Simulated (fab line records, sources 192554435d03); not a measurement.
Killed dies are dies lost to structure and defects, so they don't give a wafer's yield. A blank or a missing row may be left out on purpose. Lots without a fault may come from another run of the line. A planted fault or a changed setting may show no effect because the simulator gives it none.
fab line records | flow n5_finfet
record lots=7 wafers=39
route steps=1938 shown WELL_APT@41 FIN_SAQP@110 SD_EPI_N@269 HKMG_FIN@412 MOL_CONTACT_COAG@559 BEOL_M1@800 BEOL_M2@860 BEOL_M4@1096 BEOL_M5@1191 BEOL_M8@1368 BEOL_M10@1470 BEOL_M11@1575 BEOL_M15@1773 PASSIVATION@1915
start_h: hours from the record's first day to the start of the lot's first wafer shown | wait_h: hours since the lot's step before | " the same as in the row above | L1.1+2: a row that stands for several wafers | - no value, or no start given | * or withheld: withheld | < > ~ a bound
route shown NAME@n: a module of which the file shows steps, and the number in the route of the first | usual: mean/standard deviation of fault-free wafers | same: alike in all rows | chamber/n: place in a boat | sites: the reading at each site | _std_site: their standard deviation | _edge_site: outer sites' mean less inner sites' | radius_mm: how far each site lies from the wafer's centre | mask NAME#n: copy n | behind: the tool/chamber that last shaped the wafer | hold: why the lot was held/for how many hours/how that ended | device: the transistor (n, p or np) that didn't switch | end of line: the same wafers' tests at the end of the route | a step without rows: its recipe alone | killed: dies lost to structure and defects at the first sort, not the wafer's yield | map: a wafer's dies, x killed, . not, _ none there
set.NAME: the setting as run; set.NAME@STEP: as run at that earlier step | model.NAME: the simulator's own value behind a step, which no gauge read
lots whose settings were changed on purpose; a table a step, a row a wafer
## steps
# step N5_WELL_APT_DEVELOP_24
# recipe develop_time_s=45 rinse_liquid=surfactant_rinse dry=air_spin dev_temp_c=21
# step N5_FIN_SAQP_DEVELOP_15
# recipe develop_time_s=30 developer=TMAH resist=CAR-ArF dev_temp_c=23 rinse_liquid=diw dry=air_spin
# step N5_SD_EPI_N_DEVELOP_08
# recipe develop_time_s=30 developer=TMAH resist=CAR-ArF-block dev_temp_c=23 rinse_liquid=diw dry=air_spin
# step N5_HKMG_FIN_ALD_79
# recipe material=TiN target_thk_a=15 temp_c=400 ald_precursor_family=TiCl4 ald_co_reactant=NH3 pulse_time_s=1 purge_time_s=3 co_reactant_purge_time_s=2 co_reactant_pulse_time_s=2 ald_cycles=68 pressure_torr=3
# step N5_MOL_CONTACT_COAG_ALD_27
# recipe material=SiOC target_thk_a=170 temp_c=400 ald_precursor_family=carbosiloxane ald_co_reactant=H2-plasma pulse_time_s=1.5 time_s=2720 purge_time_s=2 co_reactant_purge_time_s=2 ald_cycles=340 pressure_torr=2
# step N5_BEOL_M1_TRENCH_ETCH_37
# recipe chemistry=C4F6/O2 target_depth_a=552.07 target=SiOC time_s=29 ion_energy_ev=250 pressure_mtorr=30 source_w=355 bias_w=185 Ar_flow_sccm=300 C4F6_flow_sccm=10 O2_flow_sccm=10
# step N5_BEOL_M2_ETCH_64
# recipe chemistry=N2/H2 target=SOC target_depth_a=750 overetch_a=225 mask_material=SiARC temp_c=40 time_s=121.9 ion_energy_ev=200 pressure_mtorr=30 source_w=840 bias_w=150 n2_flow_sccm=200 h2_flow_sccm=200
# step N5_BEOL_M4_SPUTTER_92
# recipe material=Cu target_thk_a=45 temp_c=-20 chamber_pressure_pa=0.07 power_w=withheld time_s=8.29
# step N5_BEOL_M5_DEP_56
# recipe material=SiCN target_thk_a=80 temp_c=withheld precursor=3MS/NH3 pressure_torr=3 rf_w=202 time_s=14
# step N5_BEOL_M8_DESCUM_33
# recipe chemistry=O2 time_s=7 source_power_w=50 bias_power_w=20 pressure_mtorr=20 rf_frequency_hz=2.712e+07 temp_c=40 resist=CAR-EUV o2_flow_sccm=225
# step N5_BEOL_M10_ILD_DEP_00
# recipe material=SiCOH_lowk target_thk_a=3085.1 temp_c=300 precursor=DEMS/porogen pressure_torr=5 rf_w=500 time_s=58
# step N5_BEOL_M11_VIA_ETCH_34
# recipe chemistry=C4F6/O2 target=SiCOH_lowk target_depth_a=1845 mask_material=SOC taper_deg=4 time_s=69.2 ion_energy_ev=250 pressure_mtorr=30 source_w=345 bias_w=185 Ar_flow_sccm=300 C4F6_flow_sccm=10 O2_flow_sccm=10
# step N5_BEOL_M15_ILD_DEP_00
# recipe material=SiO2 target_thk_a=16293 temp_c=400 precursor=TEOS/O2 pressure_torr=6.5 rf_w=900 teos_flow_sccm=161.4 gas=O2 flow_sccm=2650 time_s=346.1
# step N5_PASSIVATION_PECVD_53
# recipe material=SiO2 target_thk_a=8000 temp_c=400 precursor=TEOS/O2 pressure_torr=6.5 rf_w=withheld teos_flow_sccm=withheld gas=O2 flow_sccm=2650 time_s=169.4
# step N5_PASSIVATION_PROBE_49
# usual killed_at_M0_to_M3=36/11 sort_bin_5_function=5.2/1 sort_n_pass=1074/18 sort_yield_pct=91.0/1.6
# columns lot.wafer tool chamber start_h wait_h set.develop_time_s@WELL_APT_DEVELOP_24 set.develop_time_s@FIN_SAQP_DEVELOP_15 set.develop_time_s@SD_EPI_N_DEVELOP_08 set.co_reactant_pulse_time_s@HKMG_FIN_ALD_79 set.time_s@MOL_CONTACT_COAG_ALD_27 set.time_s@BEOL_M1_TRENCH_ETCH_37 set.time_s@BEOL_M2_ETCH_64 set.time_s@BEOL_M4_SPUTTER_92 set.target_thk_a@BEOL_M5_DEP_56 set.time_s@BEOL_M8_DESCUM_33 set.time_s@BEOL_M10_ILD_DEP_00 set.target_depth_a@BEOL_M11_VIA_ETCH_34 set.time_s@BEOL_M15_ILD_DEP_00 set.time_s@PASSIVATION_PECVD_53 killed_at_M0_to_M3 sort_bin_5_function[%] sort_n_pass sort_yield_pct[%]
L074.1 prober-02 - 268.99 0.0 45 24.57 30 2.371 2720 29 121.9 8.29 80 7 88.87 1845 417 169.4 31 96.0 0 0
L074.2 prober-02 - 269.04 0.1 68.21 30 30 2 2720 29 121.9 4.836 53.66 3.812 58 1845 346.1 169.4 40 4.5 1088 92.2
L074.3 prober-02 - 269.09 0.1 68.21 24.57 30 2 2720 29 121.9 4.836 53.66 7 58 1845 417 169.4 41 4.8 1074 91.0
L074.4 prober-02 - 269.14 0.2 45 30 30 2 2720 29 81.11 8.29 80 3.812 58 1845 346.1 169.4 25 5.9 1052 89.2
L074.5 prober-02 - 269.19 0.2 45 24.57 30 2.371 2720 29 81.11 4.836 80 7 88.87 1845 346.1 169.4 41 95.8 0 0
L074.6 prober-02 - 269.24 0.3 68.21 30 30 2.371 2720 29 81.11 8.29 53.66 3.812 88.87 1845 417 169.4 38 94.9 0 0
L081.1 prober-01 - 306.28 0.0 54.11 30 30 2 1591 29 121.9 8.29 47.24 8.857 78.93 1845 346.1 80.36 39 96.9 0 0
L081.2 prober-01 - 306.33 0.1 54.11 13.14 30 2 2720 29 65.51 8.29 80 7 78.93 1845 346.1 169.4 1111 96.9 0 0
L081.3 prober-01 - 306.38 0.1 54.11 30 30 2 2720 29 65.51 8.29 80 8.857 58 1845 498.5 80.36 1119 97.5 0 0
L081.4 prober-01 - 306.43 0.2 45 13.14 30 2 1591 29 65.51 8.29 47.24 7 78.93 1845 498.5 80.36 1135 97.7 0 0
L081.5 prober-01 - 306.48 0.2 45 13.14 30 2 1591 29 121.9 8.29 80 8.857 58 1845 346.1 169.4 34 4.9 1078 91.4
L081.6 prober-01 - 306.53 0.3 45 30 30 2 2720 29 121.9 8.29 47.24 7 58 1845 498.5 169.4 37 4.7 1078 91.4
L083.1 prober-02 - 322.86 0.0 45 30 30 2 2720 29 121.9 8.29 80 7 58 1845 346.1 169.4 39 4.6 1071 90.8
L083.4 prober-02 - 323.01 0.2 45 30 30 2 2720 29 121.9 8.29 80 7 58 1845 346.1 169.4 20 4.2 1103 93.5
L083.5 prober-02 - 323.06 0.2 45 30 30 2 2720 29 121.9 8.29 80 7 58 1845 346.1 169.4 30 2.9 1103 93.5
L084.1 prober-01 - 323.68 0.0 45 30 30 3.045 3992 29 121.9 13.01 32.98 7 58 813.8 346.1 169.4 48 95.2 0 0
L084.2 prober-01 - 323.73 0.1 65.82 30 36.58 2 2720 21.25 121.9 8.29 80 7 74.31 1845 346.1 169.4 34 4.5 1088 92.2
L084.3 prober-01 - 323.78 0.1 65.82 46.64 36.58 3.045 3992 21.25 66.53 8.29 32.98 7 58 1845 433 169.4 1118 96.9 2 0.2
L084.4 prober-01 - 323.83 0.2 65.82 46.64 30 2 2720 21.25 66.53 13.01 80 7 58 1845 346.1 169.4 1122 96.6 3 0.3
L084.5 prober-01 - 323.88 0.2 45 46.64 36.58 3.045 2720 29 121.9 13.01 32.98 7 74.31 813.8 433 169.4 32 97.0 0 0
L084.6 prober-01 - 323.93 0.3 45 30 30 2 3992 29 66.53 8.29 80 7 74.31 813.8 433 169.4 1080 97.3 0 0
L085.1 prober-01 - 335.31 0.0 45 34.52 30 1.298 2720 29 121.9 8.29 80 7 58 1845 182.2 169.4 38 5.2 374 31.7
L085.2 prober-01 - 335.36 0.1 45 30 30 1.298 2720 29 141.3 8.29 80 7 58 1057 346.1 262.7 47 96.4 0 0
L085.3 prober-01 - 335.41 0.1 70.73 30 30 2 2720 14.22 141.3 8.29 80 7 85.32 1845 182.2 262.7 146 95.7 0 0
L085.4 prober-01 - 335.46 0.2 70.73 34.52 30 1.298 2720 14.22 121.9 8.29 80 4.605 85.32 1057 346.1 262.7 59 95.8 0 0
L085.5 prober-01 - 335.51 0.2 70.73 34.52 30 2 2720 29 141.3 8.29 80 4.605 85.32 1057 182.2 169.4 41 95.9 0 0
L085.6 prober-01 - 335.56 0.3 45 30 30 2 2720 14.22 121.9 8.29 80 4.605 58 1845 346.1 169.4 94 9.5 971 82.3
L088.1 prober-02 - 351.42 0.0 18.73 36.73 30 1.03 2720 29 121.9 8.29 80 7 58 1845 470.4 169.4 40 6.2 1054 89.3
L088.2 prober-02 - 351.47 0.1 45 36.73 40.97 2 2720 29 121.9 13.25 80 7 24.69 2916 470.4 169.4 23 4.3 6 0.5
L088.3 prober-02 - 351.52 0.1 18.73 36.73 40.97 2 2720 29 68.51 8.29 53.97 7 24.69 2916 346.1 211.1 1119 96.9 0 0
L088.4 prober-02 - 351.57 0.2 18.73 30 40.97 1.03 2720 29 121.9 13.25 53.97 7 58 1845 470.4 211.1 16 98.0 0 0
L088.5 prober-02 - 351.62 0.2 45 30 30 2 2720 29 68.51 8.29 80 7 58 2916 346.1 211.1 1091 96.1 0 0
L088.6 prober-02 - 351.67 0.3 45 30 30 1.03 2720 29 68.51 13.25 53.97 7 24.69 1845 346.1 169.4 836 72.6 2 0.2
L091.1 prober-02 - 362.40 0.0 45 30 13.52 2 3957 29 121.9 8.29 80 7 37 2170 346.1 169.4 24 3.4 1055 89.4
L091.2 prober-02 - 362.45 0.1 45 34.67 30 2 3957 29 144.1 8.29 41.64 7 37 1845 346.1 99.88 41 5.0 1072 90.8
L091.3 prober-02 - 362.50 0.1 19.39 30 30 2 2720 29 144.1 8.29 80 8.625 58 2170 346.1 169.4 60 6.7 1056 89.5
L091.4 prober-02 - 362.55 0.2 19.39 30 13.52 2 2720 38.58 144.1 8.29 41.64 8.625 58 1845 346.1 169.4 65 6.0 1049 88.9
L091.5 prober-02 - 362.60 0.2 19.39 34.67 30 2 3957 38.58 121.9 8.29 80 8.625 37 1845 346.1 99.88 57 5.8 1049 88.9
L091.6 prober-02 - 362.65 0.3 45 34.67 13.52 2 2720 38.58 121.9 8.29 41.64 7 58 2170 346.1 99.88 92 5.8 1010 85.6
# killed by level:class
L074.1 BEOL_M10:area_etch=1073 FIN_SAQP:geometric_particle:open=9 BEOL_M4:geometric_particle:open=9 STI_FIN_REVEAL:geometric_particle:open=8 BEOL_M2:geometric_particle:short=8 FIN_SAQP:geometric_particle:short=7 GATE_CUT:geometric_particle:short=7 MOL_CONTACT_COAG:geometric_particle:open=7
L074.2 STI_FIN_REVEAL:geometric_particle:open=11 BEOL_M0_SAQP:geometric_particle:short=9 FIN_SAQP:geometric_particle:short=8 BEOL_M0_SAQP:geometric_particle:open=8 BEOL_M2:geometric_particle:short=6 DUMMY_GATE:geometric_particle:open=5 BEOL_M1:geometric_particle:open=5 BEOL_M3:geometric_particle:open=5
L074.3 BEOL_M3:geometric_particle:open=18 FIN_SAQP:geometric_particle:open=10 FIN_SAQP:geometric_particle:short=9 BEOL_M2:geometric_particle:short=7 STI_FIN_REVEAL:geometric_particle:open=4 BEOL_M1:geometric_particle:open=4 STARTING-WAFER:geometric_particle:short=4 BEOL_M3:geometric_particle:short=4
L074.4 STI_FIN_REVEAL:geometric_particle:open=21 FIN_SAQP:geometric_particle:short=19 FIN_SAQP:geometric_particle:open=9 MOL_CONTACT_COAG:geometric_particle:open=9 HKMG_FIN:area_etch=8 GATE_CUT:geometric_particle:short=7 BEOL_M0_SAQP:geometric_particle:open=6 BEOL_M4:geometric_particle:open=6
L074.5 BEOL_M10:area_etch=1070 BEOL_M3:geometric_particle:open=14 MOL_CONTACT_COAG:geometric_particle:open=10 FIN_SAQP:geometric_particle:short=8 BEOL_M1:geometric_particle:open=8 GATE_CUT:geometric_particle:short=6 FIN_SAQP:geometric_particle:open=5 STI_FIN_REVEAL:geometric_particle:open=5
L074.6 BEOL_M10:area_etch=1062 MOL_CONTACT_COAG:geometric_particle:open=14 BEOL_M3:geometric_particle:open=11 STI_FIN_REVEAL:geometric_particle:open=8 DUMMY_GATE:geometric_particle:open=8 BEOL_M0_SAQP:geometric_particle:short=6 MOL_CONTACT_COAG:geometric_particle:short=5 FIN_SAQP:geometric_particle:short=4
L081.1 BEOL_M10:area_etch=1074 MOL_CONTACT_COAG:geometric_particle:open=12 BEOL_M0:geometric_particle:open=9 BEOL_M4:geometric_particle:open=8 FIN_SAQP:geometric_particle:open=7 BEOL_M3:geometric_particle:open=7 BEOL_M0_SAQP:geometric_particle:short=7 BEOL_M0_SAQP:geometric_particle:open=6
L081.2 BEOL_M2:area_etch=1084 MOL_CONTACT_COAG:geometric_particle:open=17 GATE_CUT:geometric_particle:short=7 BEOL_M4:geometric_particle:open=7 STI_FIN_REVEAL:geometric_particle:open=6 BEOL_M3:geometric_particle:open=6 DUMMY_GATE:geometric_particle:open=5 FIN_SAQP:geometric_particle:short=4
L081.3 BEOL_M2:area_etch=1089 FIN_SAQP:geometric_particle:open=11 BEOL_M2:geometric_particle:open=8 MOL_CONTACT_COAG:geometric_particle:open=7 GATE_CUT:geometric_particle:short=6 BEOL_M0_SAQP:geometric_particle:short=6 BEOL_M4:geometric_particle:open=6 BEOL_M3:geometric_particle:open=6
L081.4 BEOL_M2:area_etch=1099 BEOL_M2:geometric_particle:open=10 BEOL_M3:geometric_particle:open=10 BEOL_M1:geometric_particle:open=7 FIN_SAQP:geometric_particle:open=6 STARTING-WAFER:geometric_particle:short=5 MOL_CONTACT_COAG:geometric_particle:open=5 BEOL_M0_SAQP:geometric_particle:open=4
L081.5 MOL_CONTACT_COAG:geometric_particle:open=13 BEOL_M3:geometric_particle:open=10 DUMMY_GATE:geometric_particle:open=9 BEOL_M4:geometric_particle:open=8 BEOL_M0_SAQP:geometric_particle:open=5 FIN_SAQP:geometric_particle:open=4 FIN_SAQP:geometric_particle:short=4 GATE_CUT:geometric_particle:short=4
L081.6 MOL_CONTACT_COAG:geometric_particle:open=18 BEOL_M0_SAQP:geometric_particle:short=10 BEOL_M2:geometric_particle:open=8 BEOL_M4:geometric_particle:open=8 BEOL_M3:geometric_particle:open=7 MOL_CONTACT_COAG:geometric_particle:short=6 BEOL_M1:geometric_particle:open=6 STI_FIN_REVEAL:geometric_particle:open=4
L083.1 BEOL_M0_SAQP:geometric_particle:short=16 MOL_CONTACT_COAG:geometric_particle:open=14 DUMMY_GATE:geometric_particle:open=12 STI_FIN_REVEAL:geometric_particle:open=10 BEOL_M0_SAQP:geometric_particle:open=8 FIN_SAQP:geometric_particle:short=7 FIN_SAQP:geometric_particle:open=6 BEOL_M1:geometric_particle:open=6
L083.4 MOL_CONTACT_COAG:geometric_particle:open=9 STI_FIN_REVEAL:geometric_particle:open=6 MOL_CONTACT_COAG:geometric_particle:short=6 BEOL_M1:geometric_particle:open=6 STARTING-WAFER:geometric_particle:short=6 BEOL_M0_SAQP:geometric_particle:short=5 DUMMY_GATE:geometric_particle:open=4 BEOL_M3:geometric_particle:open=4
L083.5 MOL_CONTACT_COAG:geometric_particle:open=12 BEOL_M0_SAQP:geometric_particle:short=9 BEOL_M1:geometric_particle:open=7 BEOL_M0_SAQP:geometric_particle:open=6 STARTING-WAFER:geometric_particle:open=5 FIN_SAQP:geometric_particle:open=3 STI_FIN_REVEAL:geometric_particle:open=3 BEOL_M1:geometric_particle:short=3
L084.1 BEOL_M11:area_etch=1052 MOL_CONTACT_COAG:geometric_particle:open=13 BEOL_M4:geometric_particle:open=11 BEOL_M3:geometric_particle:open=11 FIN_SAQP:geometric_particle:open=9 BEOL_M1:geometric_particle:open=8 BEOL_M0_SAQP:geometric_particle:open=6 BEOL_M0:geometric_particle:open=6
L084.2 MOL_CONTACT_COAG:geometric_particle:open=9 STI_FIN_REVEAL:geometric_particle:open=9 BEOL_M0_SAQP:geometric_particle:open=9 BEOL_M1:geometric_particle:open=8 BEOL_M3:geometric_particle:open=6 DUMMY_GATE:geometric_particle:open=5 BEOL_M4:geometric_particle:open=5 STI_FIN_REVEAL:geometric_particle:short=4
L084.3 BEOL_M2:area_etch=1092 FIN_SAQP:geometric_particle:short=7 STI_FIN_REVEAL:geometric_particle:open=7 BEOL_M3:geometric_particle:open=7 BEOL_M5:geometric_particle:open=6 BEOL_M0_SAQP:geometric_particle:open=5 BEOL_M0:geometric_particle:open=5 STARTING-WAFER:geometric_particle:short=5
L084.4 BEOL_M2:area_etch=1104 MOL_CONTACT_COAG:geometric_particle:open=11 BEOL_M4:geometric_particle:open=8 BEOL_M1:geometric_particle:open=5 BEOL_M0_SAQP:geometric_particle:open=5 BEOL_M3:geometric_particle:open=5 STARTING-WAFER:geometric_particle:open=4 GATE_CUT:geometric_particle:short=3
L084.5 BEOL_M11:area_etch=1094 MOL_CONTACT_COAG:geometric_particle:open=11 FIN_SAQP:geometric_particle:short=9 BEOL_M3:geometric_particle:open=8 BEOL_M4:geometric_particle:open=7 BEOL_M0:geometric_particle:open=6 BEOL_M0_SAQP:geometric_particle:short=5 BEOL_M0:geometric_particle:short=5
L084.6 BEOL_M2:area_etch=1059 BEOL_M10:area_etch=20 STI_FIN_REVEAL:geometric_particle:open=12 BEOL_M4:geometric_particle:open=12 MOL_CONTACT_COAG:geometric_particle:open=7 BEOL_M1:geometric_particle:open=5 STARTING-WAFER:geometric_particle:open=5 BEOL_M3:geometric_particle:open=5
L085.1 BEOL_M15:area_dep=701 STI_FIN_REVEAL:geometric_particle:open=22 FIN_SAQP:geometric_particle:short=8 MOL_CONTACT_COAG:geometric_particle:open=8 BEOL_M0_SAQP:geometric_particle:open=8 BEOL_M3:geometric_particle:open=6 FIN_SAQP:geometric_particle:open=5 BEOL_M0_SAQP:geometric_particle:short=5
L085.2 BEOL_M11:area_etch=1055 FIN_SAQP:geometric_particle:open=13 BEOL_M3:geometric_particle:open=12 STI_FIN_REVEAL:geometric_particle:open=11 BEOL_M0_SAQP:geometric_particle:open=10 MOL_CONTACT_COAG:geometric_particle:open=9 MOL_CONTACT_COAG:geometric_particle:short=8 BEOL_M1:geometric_particle:open=7
L085.3 BEOL_M10:area_etch=971 BEOL_M1:area_etch=104 BEOL_M1:geometric_particle:open=12 FIN_SAQP:geometric_particle:open=7 MOL_CONTACT_COAG:geometric_particle:open=7 BEOL_M0_SAQP:geometric_particle:short=7 FIN_SAQP:geometric_particle:short=6 BEOL_M5:geometric_particle:open=6
L085.4 BEOL_M10:area_etch=1063 BEOL_M3:geometric_particle:open=20 MOL_CONTACT_COAG:geometric_particle:open=15 BEOL_M0_SAQP:geometric_particle:open=10 BEOL_M1:geometric_particle:open=7 BEOL_M0_SAQP:geometric_particle:short=6 BEOL_M0:geometric_particle:open=6 STI_FIN_REVEAL:geometric_particle:open=5
L085.5 BEOL_M10:area_etch=1073 FIN_SAQP:geometric_particle:open=21 BEOL_M3:geometric_particle:open=14 FIN_SAQP:geometric_particle:short=10 BEOL_M0_SAQP:geometric_particle:open=10 BEOL_M4:geometric_particle:open=8 BEOL_M0_SAQP:geometric_particle:short=6 BEOL_M3:geometric_particle:short=6
L085.6 BEOL_M1:area_etch=40 MOL_CONTACT_COAG:geometric_particle:open=9 BEOL_M3:geometric_particle:open=9 BEOL_M0_SAQP:geometric_particle:open=9 BEOL_M1:geometric_particle:open=9 BEOL_M2:geometric_particle:open=9 BEOL_M4:geometric_particle:open=9 FIN_SAQP:geometric_particle:open=8
L088.1 MOL_CONTACT_COAG:geometric_particle:open=15 FIN_SAQP:geometric_particle:open=11 GATE_CUT:geometric_particle:short=10 BEOL_M1:geometric_particle:open=10 FIN_SAQP:geometric_particle:short=9 BEOL_M0_SAQP:geometric_particle:short=9 BEOL_M2:geometric_particle:open=7 BEOL_M0_SAQP:geometric_particle:open=6
L088.2 BEOL_M10:area_dep=1077 MOL_CONTACT_COAG:geometric_particle:open=16 STI_FIN_REVEAL:geometric_particle:open=10 BEOL_M0_SAQP:geometric_particle:short=8 FIN_SAQP:geometric_particle:short=7 GATE_CUT:geometric_particle:short=6 STARTING-WAFER:geometric_particle:open=6 FIN_SAQP:geometric_particle:open=5
L088.3 BEOL_M2:area_etch=1086 BEOL_M4:geometric_particle:open=12 BEOL_M1:geometric_particle:open=11 BEOL_M0_SAQP:geometric_particle:open=10 MOL_CONTACT_COAG:geometric_particle:open=9 BEOL_M0_SAQP:geometric_particle:short=6 BEOL_M4:geometric_particle:short=6 GATE_CUT:geometric_particle:open=5
L088.4 PASSIVATION:area_pecvd=1115 GATE_CUT:geometric_particle:short=5 MOL_CONTACT_COAG:geometric_particle:open=5 STARTING-WAFER:geometric_particle:open=5 FIN_SAQP:geometric_particle:short=4 BEOL_M0_SAQP:geometric_particle:open=4 BEOL_M1:geometric_particle:open=4 BEOL_M4:geometric_particle:open=4
L088.5 BEOL_M2:area_etch=1063 MOL_CONTACT_COAG:geometric_particle:open=10 FIN_SAQP:geometric_particle:short=9 GATE_CUT:geometric_particle:short=9 BEOL_M1:geometric_particle:open=9 BEOL_M4:geometric_particle:open=9 FIN_SAQP:geometric_particle:open=8 BEOL_M0_SAQP:geometric_particle:short=8
L088.6 BEOL_M2:area_etch=804 BEOL_M10:area_dep=281 BEOL_M2:geometric_particle:open=9 FIN_SAQP:geometric_particle:short=7 MOL_CONTACT_COAG:geometric_particle:open=7 BEOL_M0_SAQP:geometric_particle:open=6 BEOL_M4:geometric_particle:open=6 FIN_SAQP:geometric_particle:open=4
L091.1 BEOL_M10:area_dep=54 BEOL_M2:geometric_particle:open=10 FIN_SAQP:geometric_particle:open=8 MOL_CONTACT_COAG:geometric_particle:open=7 BEOL_M0_SAQP:geometric_particle:short=5 FIN_SAQP:geometric_particle:short=4 BEOL_M1:geometric_particle:open=4 DUMMY_GATE:geometric_particle:open=3
L091.2 BEOL_M0_SAQP:geometric_particle:short=11 BEOL_M0_SAQP:geometric_particle:open=9 STI_FIN_REVEAL:geometric_particle:open=8 GATE_CUT:geometric_particle:short=8 MOL_CONTACT_COAG:geometric_particle:open=8 FIN_SAQP:geometric_particle:open=7 BEOL_M3:geometric_particle:open=6 FIN_SAQP:geometric_particle:short=5
L091.3 BEOL_M0_SAQP:geometric_particle:short=17 MOL_CONTACT_COAG:geometric_particle:open=16 BEOL_M0_SAQP:geometric_particle:open=13 BEOL_M2:geometric_particle:open=10 FIN_SAQP:geometric_particle:open=7 FIN_SAQP:geometric_particle:short=7 BEOL_M1:geometric_particle:open=6 BEOL_M3:geometric_particle:open=6
L091.4 MOL_CONTACT_COAG:geometric_particle:open=21 BEOL_M1:area_etch=21 BEOL_M0_SAQP:geometric_particle:short=15 BEOL_M0_SAQP:geometric_particle:open=10 FIN_SAQP:geometric_particle:open=7 BEOL_M2:geometric_particle:open=7 MOL_CONTACT_COAG:geometric_particle:short=5 BEOL_M3:geometric_particle:open=5
L091.5 BEOL_M1:area_etch=19 MOL_CONTACT_COAG:geometric_particle:open=14 STI_FIN_REVEAL:geometric_particle:open=9 BEOL_M0_SAQP:geometric_particle:short=9 BEOL_M1:geometric_particle:open=9 FIN_SAQP:geometric_particle:short=6 GATE_CUT:geometric_particle:short=6 FIN_SAQP:geometric_particle:open=5
L091.6 BEOL_M1:area_etch=65 GATE_CUT:geometric_particle:short=13 MOL_CONTACT_COAG:geometric_particle:open=12 BEOL_M2:geometric_particle:open=7 STI_FIN_REVEAL:geometric_particle:open=6 GATE_CUT:geometric_particle:open=6 BEOL_M0_SAQP:geometric_particle:short=5 DUMMY_GATE:geometric_particle:short=5
## key
split step=N5_WELL_APT_DEVELOP_24 setting=develop_time_s stated_as=45
response none clear
split step=N5_FIN_SAQP_DEVELOP_15 setting=develop_time_s stated_as=30
response none clear
split step=N5_SD_EPI_N_DEVELOP_08 setting=develop_time_s stated_as=30
response none clear
split step=N5_HKMG_FIN_ALD_79 setting=co_reactant_pulse_time_s stated_as=2
response none clear
split step=N5_MOL_CONTACT_COAG_ALD_27 setting=time_s stated_as=2720
response none clear
split step=N5_BEOL_M1_TRENCH_ETCH_37 setting=time_s stated_as=29
response none clear
split step=N5_BEOL_M2_ETCH_64 setting=time_s stated_as=121.9
response step=N5_PASSIVATION_PROBE_49 reading=killed_at_M0_to_M3 slope=-19 per=1% together_with=all explained=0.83
response step=N5_PASSIVATION_PROBE_49 reading=sort_bin_5_function slope=-1.46 per=1% together_with=all explained=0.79
response step=N5_PASSIVATION_PROBE_49 reading=sort_n_pass slope=+14.7 per=1% together_with=all explained=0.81
response step=N5_PASSIVATION_PROBE_49 reading=sort_yield_pct slope=+1.25 per=1% together_with=all explained=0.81
split step=N5_BEOL_M4_SPUTTER_92 setting=time_s stated_as=8.29
response none clear
split step=N5_BEOL_M5_DEP_56 setting=target_thk_a stated_as=80
response none clear
split step=N5_BEOL_M8_DESCUM_33 setting=time_s stated_as=7
response none clear
split step=N5_BEOL_M10_ILD_DEP_00 setting=time_s stated_as=58
response none clear
split step=N5_BEOL_M11_VIA_ETCH_34 setting=target_depth_a stated_as=1845
response none clear
split step=N5_BEOL_M15_ILD_DEP_00 setting=time_s stated_as=346.1
response none clear
split step=N5_PASSIVATION_PECVD_53 setting=time_s stated_as=169.4
response none clear
